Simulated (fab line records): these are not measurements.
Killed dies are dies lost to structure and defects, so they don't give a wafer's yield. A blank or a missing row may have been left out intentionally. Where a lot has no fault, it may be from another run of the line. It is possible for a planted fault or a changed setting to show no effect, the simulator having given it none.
Split-lot trial ; flow n5 finfet ; route with 1938 steps; 7 lots, 21 wafers read

## THE SPLIT
At N5_MOL_CONTACT_COAG_ALD_27 (deposits SiOC, target thk 17 nm, pulse time 1.5 s, time 2720 s), the setting ald cycles was moved away from the recipe's 340 on 7 of the 21 wafers read, by -15.0% to +15.9%. This setting was run at the recipe's value on the other wafers.

The reading comes from the split's own step.

## THE READING
SiOC_of_MOL_CONTACT_COAG_ALD_27.thk nm (the simulator's own value, which no gauge read), in nm, at N5_MOL_CONTACT_COAG_ALD_27 (deposits SiOC, target thk 17 nm, pulse time 1.5 s, time 2720 s). No usual value for it is given in the file. Average 17.0 nm, standard deviation 0.091 nm, over the 14 wafers here run with the recipe.

wafer;tool, chamber at the split;ald cycles as run;against the recipe;SiOC_of_MOL_CONTACT_COAG_ALD_27.thk nm, nm;against lot-mates on the recipe
L075.1;ald sin-03, 2,1;360;+5.9%;18.2;no lot-mate on the recipe
L075.5;ald sin-03, 2,1;360;+5.9%;18.2;no lot-mate on the recipe
L075.4;ald sin-03, 3;360;+5.9%;18;no lot-mate on the recipe
L077.2;ald sin-04, 0;394;+15.9%;19.6;+2.6
L077.3;ald sin-04, 2;340;recipe;17;-
L077.5;ald sin-04, 1;394;+15.9%;19.8;+2.8
L078.2;ald sin-04, 1;340;recipe;17.2;-
L078.4;ald sin-04, 0;340;recipe;17;-
L078.5;ald sin-04, 0;340;recipe;17;-
L083.2;ald sin-01, 0;340;recipe;17;-
L083.6;ald sin-01, 0;340;recipe;17;-
L083.4;ald sin-01, 3;289;-15.0%;14.4;-2.6
L088.1;ald sin-04, 3,1;340;recipe;16.8;-
L088.4;ald sin-04, 3,1;340;recipe;16.8;-
L088.5;ald sin-04, 0;340;recipe;17;-
L090.3;ald sin-01, 0,2,3;340;recipe;17;-
L090.5;ald sin-01, 0,2,3;340;recipe;17;-
L090.6;ald sin-01, 0,2,3;340;recipe;17;-
L092.1;ald sin-03, 2,0;340;recipe;17;-
L092.5;ald sin-03, 2,0;340;recipe;17;-
L092.2;ald sin-03, 0;297;-12.6%;14.8;-2.2
If several chambers appear in one row, that row covers several wafers at once and the file leaves open which wafer was in which chamber.

FIT RESULTS
A straight line over all 21 wafers: SiOC_of_MOL_CONTACT_COAG_ALD_27.thk nm changes by +0.174 nm for each +1% of ald cycles; r = +1.00; the points scatter about the line by 0.11 nm.
The same after taking each lot's own level away (the mean of its wafers on the recipe; 18 wafers): +0.172 nm for each +1%; r = +1.00; scatter 0.069 nm.
According to that fit, moving ald cycles by its largest amount changes the reading by 2.7 nm.
Across the lots, their own levels run from 16.87 to 17.07 nm, a range of 2.2 times the standard deviation given above.
So the lot-to-lot level changes the slope little: the two slopes agree.
Check: for one of the wafers moved furthest among these (+15.9%), held out of the fit, the line's prediction against its lot-mates is +2.78 nm. It came out at +2.6 nm against them.

## FURTHER SPLITS ON THESE WAFERS
These wafers also went through other splits before the reading. Each is held against what the fit with the lots' levels taken away leaves over:
other split on the same wafers;wafers away from the commonest value;r with SiOC_of_MOL_CONTACT_COAG_ALD_27.thk nm (lot level and that fit taken away)
N5_SD_EPI_P_COAT_34 spin rpm;3;+0.02
N5_HKMG_FIN_COAT_29 spin rpm;7;-0.06
N5_HKMG_FIN_COAT_06 spin rpm;5;+0.34
N5_GATE_CUT_EXPOSE_10 dose mj;4;+0.05
N5_GATE_CUT_ETCH_36 cf4 flow sccm;7;-0.04

## FILE'S OWN FIT
SiOC_of_MOL_CONTACT_COAG_ALD_27.thk nm changes by +0.172 nm for each +1% of ald cycles, r = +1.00.
